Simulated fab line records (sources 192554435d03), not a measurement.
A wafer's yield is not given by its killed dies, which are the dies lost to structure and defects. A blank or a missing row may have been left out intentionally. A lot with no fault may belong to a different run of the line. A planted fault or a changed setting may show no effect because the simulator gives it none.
Split-lot trial -- flow n5 finfet -- 21 wafers read from 7 lots, route of 1938 steps

== SPLIT DETAILS ==
At N5_BEOL_M0_SAQP_SPACER2_ALD_26 (deposits SiO2, target thk 15 nm, pulse time 1 s, purge time 2 s), the setting target thk a was moved away from the recipe's 150 angstrom on 4 of the 21 wafers read, by +4.0% to +10.1%. The other wafers ran this setting at the recipe's value.

== FROM THE SPLIT TO THE READING: what the file shows between them, 2 steps ==
- N5_BEOL_M0_SAQP_SPACER2_ETCHBACK_27: etches SiO2 in CHF3/O2, target depth 22.5 nm, time 11.25 s
- N5_BEOL_M0_SAQP_MANDREL2_REMOVE_110: chemistry HBr/Cl2/O2, target a-Si, stops on SiCN, bt time 10 s

== THE READING ==
At N5_BEOL_M0_SAQP_CD_MEAS_29: cd nm in nanometres, against a target cd of 14.4 nm. Fault-free wafers of this fab line usually give 15.02 nm, standard deviation 0.24 nm.

wafer,"tool, chamber at the split","target thk a as run, angstrom",against the recipe,"cd nm, nm",against lot-mates on the recipe
L075.1,"ald sin-02, 2,3",150,recipe,14.85,-
L075.4,"ald sin-02, 2,3",150,recipe,14.87,-
L075.5,"ald sin-02, 1",150,recipe,14.72,-
L080.3,"ald sin-02, 3",165.2,+10.1%,16.51,+1.70
L080.4,"ald sin-02, 0",165.2,+10.1%,16.39,+1.58
L080.6,"ald sin-02, 0",150,recipe,14.81,-
L083.3,"ald sin-01, 1,3,2",150,recipe,14.72,-
L083.5,"ald sin-01, 1,3,2",150,recipe,15.03,-
L083.6,"ald sin-01, 1,3,2",150,recipe,15.18,-
L085.4,"ald sin-04, 0,3",156,+4.0%,16.06,+0.59
L085.5,"ald sin-04, 0",150,recipe,15.47,-
L085.6,"ald sin-04, 0,3",156,+4.0%,15.36,-0.11
L084.1,"ald sin-04, 2,0",150,recipe,14.93,-
L084.2,"ald sin-04, 2,0",150,recipe,14.96,-
L084.5,"ald sin-04, 2",150,recipe,14.81,-
L090.2,"ald sin-01, 2,3,1",150,recipe,14.70,-
L090.3,"ald sin-01, 2,3,1",150,recipe,14.81,-
L090.6,"ald sin-01, 2,3,1",150,recipe,15.02,-
L092.1,"ald sin-01, 0,3,2",150,recipe,15.01,-
L092.2,"ald sin-01, 0,3,2",150,recipe,15.18,-
L092.4,"ald sin-01, 0,3,2",150,recipe,14.94,-
Where a row lists several chambers, the file gives one row for several wafers and doesn't say which wafer went through which chamber.

FIT RESULTS
A straight line over all 21 wafers: cd nm changes by +0.153 nm for each +1% of target thk a; r = +0.91; the points scatter about the line by 0.22 nm.
The same after taking each lot's own level away (the mean of its wafers on the recipe; 21 wafers): +0.151 nm for each +1%; r = +0.93; scatter 0.2 nm.
That fit puts the effect of the largest move of target thk a on the reading at 1.5 nm.
The lots' own levels span 14.810 to 15.470 nm, that is 2.8 times the standard deviation above.
Consequently the slope shifts little with the lot-to-lot level, the two slopes agreeing.
Check: +1.36 nm against its lot-mates is what the line predicts for one of the wafers moved furthest among these (+10.1%) when that wafer is left out of the fit. It came out at +1.7 nm against them.

== THE WHOLE CHAIN: every reading that the file lists as answering this split, in the file's order ==
step,what it does,reading,change (the file's fit),r (the file's)
N5_BEOL_M0_SAQP_SPACER2_ALD_26,"deposits SiO2, target thk 15 nm, pulse time 1 s, purge time 2 s","SiO2_of_BEOL_M0_SAQP_SPACER2_ALD_26.thk nm (the simulator's own value, which no gauge read)",+0.148 nm for each +1% of the setting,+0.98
N5_BEOL_M0_SAQP_MANDREL2_REMOVE_110,"chemistry HBr/Cl2/O2, target a-Si, stops on SiCN, bt time 10 s","BEOL_M0_SAQP.cd nm (the simulator's own value, which no gauge read)",+0.171 nm for each +1% of the setting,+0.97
N5_BEOL_M0_SAQP_MANDREL2_REMOVE_110,"chemistry HBr/Cl2/O2, target a-Si, stops on SiCN, bt time 10 s","SiO2_of_BEOL_M0_SAQP_SPACER2_ALD_26.thk nm (the simulator's own value, which no gauge read)",+0.145 nm for each +1% of the setting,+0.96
N5_BEOL_M0_SAQP_CD_MEAS_29,target cd 14.4 nm,cd nm,+0.148 nm for each +1% of the setting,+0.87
N5_BEOL_M0_ETCH_138,"etches SiCN in CH3F/O2, target depth 12 nm, time 31.6 s","SiO2_of_BEOL_M0_SAQP_SPACER2_ALD_26.thk nm (the simulator's own value, which no gauge read)",+0.157 nm for each +1% of the setting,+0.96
N5_BEOL_M0_HM_OPEN_105,"chemistry Cl2/BCl3, target TiN, target depth 12 nm","SiO2_of_BEOL_M0_SAQP_SPACER2_ALD_26.thk nm (the simulator's own value, which no gauge read)",+0.165 nm for each +1% of the setting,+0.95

== FILE'S OWN FIT ==
cd nm changes by +0.148 nm for each +1% of target thk a, r = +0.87.
